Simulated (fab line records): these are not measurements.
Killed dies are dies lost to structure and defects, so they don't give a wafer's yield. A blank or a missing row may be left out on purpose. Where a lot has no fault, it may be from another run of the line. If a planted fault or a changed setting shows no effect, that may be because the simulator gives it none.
Check for tools in common -- flow nandHarc -- 36 wafers sampled across 11 lots

## WHY THIS WAS OPENED
At NHARC_P_GATE_CD_MEAS_91 the reading cdNm is flagged on 1 of 11 lots. Fault-free wafers read 2000.2 nm, with a standard deviation of 1.6.
Rule: a lot gets a flag if all its wafers with a number sit over 4 standard deviations from that mean, or if no wafer of it has a number. The other lots count as sound.

lot,measured,on,"cdNm (nm), wafer by wafer",flag
L848,day 5 17:30,cdSem-03,1999.3 1999.5 1999.4,
L850,day 6 12:59,cdSem-03,2002.7 2001.9 2001.7,
L849,day 6 13:30,cdSem-02,2001.1 2000.5 2000.9,
L851,day 7 01:43,cdSem-03,2001.5 2001.9 1999.6,
L856,day 9 02:39,cdSem-03,1998.0 1998.1 1998.0,
L857,day 9 13:38,cdSem-02,2002.1 2000.1 2002.8,
L858,day 10 05:14,cdSem-02,1986.9 1984.8 1986.0 1987.1 1985.3 1986.4,FLAGGED
L859,day 10 05:49,cdSem-03,2000.9 2001.2 2001.3,
L867,day 13 12:04,cdSem-01,2002.5 1998.0 1999.2,
L868,day 14 10:58,cdSem-02,1999.8 2001.5 2000.8,
L870,day 15 00:32,cdSem-02,2000.1 1999.0 2003.2,
The mean of the flagged lots' numbers is 1986.1 nm, -14.1 nm from the usual (-9 standard deviations).

## TOOL THAT RAN EACH LOT
Before the reading, the record contains 3 process steps out of a 1302-step route. Each cell gives the tool, then ch followed by the chambers the sampled wafers passed through, then the start.
lot,flag,NHARC_P_GATE_ETCHBACK_37,NHARC_P_GATE_STRIP_76,NHARC_P_GATE_EXPOSE_88
L848,,"rieDiel-05 ch 0,2,3, day 5 16:43 or earlier","plasmaAsher-02 ch 0,1, day 5 16:43","krfScanner-04 ch 0, day 5 17:20"
L850,,"rieDiel-03 ch 0,2,3, day 6 12:10 or earlier","plasmaAsher-01 ch 0,1, day 6 12:10","krfScanner-01 ch 0, day 6 12:50"
L849,,"rieDiel-06 ch 0,1,3, day 6 12:36 or earlier","plasmaAsher-02 ch 0,1, day 6 12:36","krfScanner-04 ch 0, day 6 13:21"
L851,,"rieDiel-05 ch 0,1,2, day 7 00:56 or earlier","plasmaAsher-01 ch 0,1, day 7 00:56","krfScanner-04 ch 0, day 7 01:34"
L856,,"rieDiel-05 ch 0,1,2, day 9 01:44 or earlier","plasmaAsher-01 ch 0,1, day 9 01:44","krfScanner-02 ch 0, day 9 02:30"
L857,,"rieDiel-06 ch 1,2,3, day 9 12:44 or earlier","plasmaAsher-01 ch 0,1, day 9 12:44","krfScanner-01 ch 0, day 9 13:29"
L858,FLAGGED,"rieDiel-05 ch 0,1,3, day 10 04:19 or earlier","plasmaAsher-02 ch 0,1, day 10 04:19","krfScanner-04 ch 0, day 10 05:05"
L859,,"rieDiel-06 ch 0,2, day 10 05:02 or earlier","plasmaAsher-01 ch 0,1, day 10 05:02","krfScanner-04 ch 0, day 10 05:40"
L867,,"rieDiel-03 ch 1,2,3, day 13 11:08 or earlier","plasmaAsher-01 ch 0,1, day 13 11:08","krfScanner-01 ch 0, day 13 11:54"
L868,,"rieDiel-03 ch 1,3, day 14 10:03 or earlier","plasmaAsher-01 ch 1, day 14 10:03","krfScanner-04 ch 0, day 14 10:49"
L870,,"rieDiel-05 ch 1,2, day 14 23:37 or earlier","plasmaAsher-02 ch 0,1, day 14 23:37","krfScanner-04 ch 0, day 15 00:23"
What these steps do:
- NHARC_P_GATE_ETCHBACK_37: etches the open film in CHF3/O2, target depth 34.5 nm, time 17.2 s.
- NHARC_P_GATE_STRIP_76: strips in O2.
- NHARC_P_GATE_EXPOSE_88: exposes mask P HVN, target cd 2000 nm.
- NHARC_P_GATE_CD_MEAS_91: target cd 2000 nm.

## FLAGGED OVER TOTAL, TOOL BY TOOL (the gauges that took the reading come last)
step,tool,lots run,flagged,share of the flagged lots,sound lots run after its first flagged lot
NHARC_P_GATE_ETCHBACK_37,rieDiel-03,3,0,none,-
NHARC_P_GATE_ETCHBACK_37,rieDiel-05,5,1,all,1 (L870)
NHARC_P_GATE_ETCHBACK_37,rieDiel-06,3,0,none,-
NHARC_P_GATE_STRIP_76,plasmaAsher-01,7,0,none,-
NHARC_P_GATE_STRIP_76,plasmaAsher-02,4,1,all,1 (L870)
NHARC_P_GATE_EXPOSE_88,krfScanner-01,3,0,none,-
NHARC_P_GATE_EXPOSE_88,krfScanner-02,1,0,none,-
NHARC_P_GATE_EXPOSE_88,krfScanner-04,7,1,all,"3 (L859,L868,L870)"
NHARC_P_GATE_CD_MEAS_91,cdSem-01,1,0,none,-
NHARC_P_GATE_CD_MEAS_91,cdSem-02,5,1,all,"2 (L868,L870)"
NHARC_P_GATE_CD_MEAS_91,cdSem-03,5,0,none,-
Because NHARC_P_GATE_ETCHBACK_37 lacks a start for some lots, the hours and order of its lots are taken from NHARC_P_GATE_STRIP_76.

## THE TABLE: WHAT IT ALLOWS
4 rows of the table ran every flagged lot: rieDiel-05 at NHARC_P_GATE_ETCHBACK_37, plasmaAsher-02 at NHARC_P_GATE_STRIP_76, krfScanner-04 at NHARC_P_GATE_EXPOSE_88, cdSem-02 at NHARC_P_GATE_CD_MEAS_91.
- rieDiel-05 at NHARC_P_GATE_ETCHBACK_37: 1 of its 5 lots flagged. Sound lots followed the first flagged one (L870) on it, something a lasting fault affecting the whole tool could not allow.
- plasmaAsher-02 at NHARC_P_GATE_STRIP_76: 1 of its 4 lots flagged. Sound lots followed the first flagged one (L870) on it, something a lasting fault affecting the whole tool could not allow.
- krfScanner-04 at NHARC_P_GATE_EXPOSE_88: 1 of its 7 lots flagged. Sound lots followed the first flagged one (L859, L868, L870) on it, something a lasting fault affecting the whole tool could not allow.
- cdSem-02 at NHARC_P_GATE_CD_MEAS_91: 1 of its 5 lots flagged. Sound lots followed the first flagged one (L868, L870) on it, something a lasting fault affecting the whole tool could not allow.
None of the table's rows ran every flagged lot and, after the first, no sound lot.

## WHAT THE SIMULATOR HAD INSERTED
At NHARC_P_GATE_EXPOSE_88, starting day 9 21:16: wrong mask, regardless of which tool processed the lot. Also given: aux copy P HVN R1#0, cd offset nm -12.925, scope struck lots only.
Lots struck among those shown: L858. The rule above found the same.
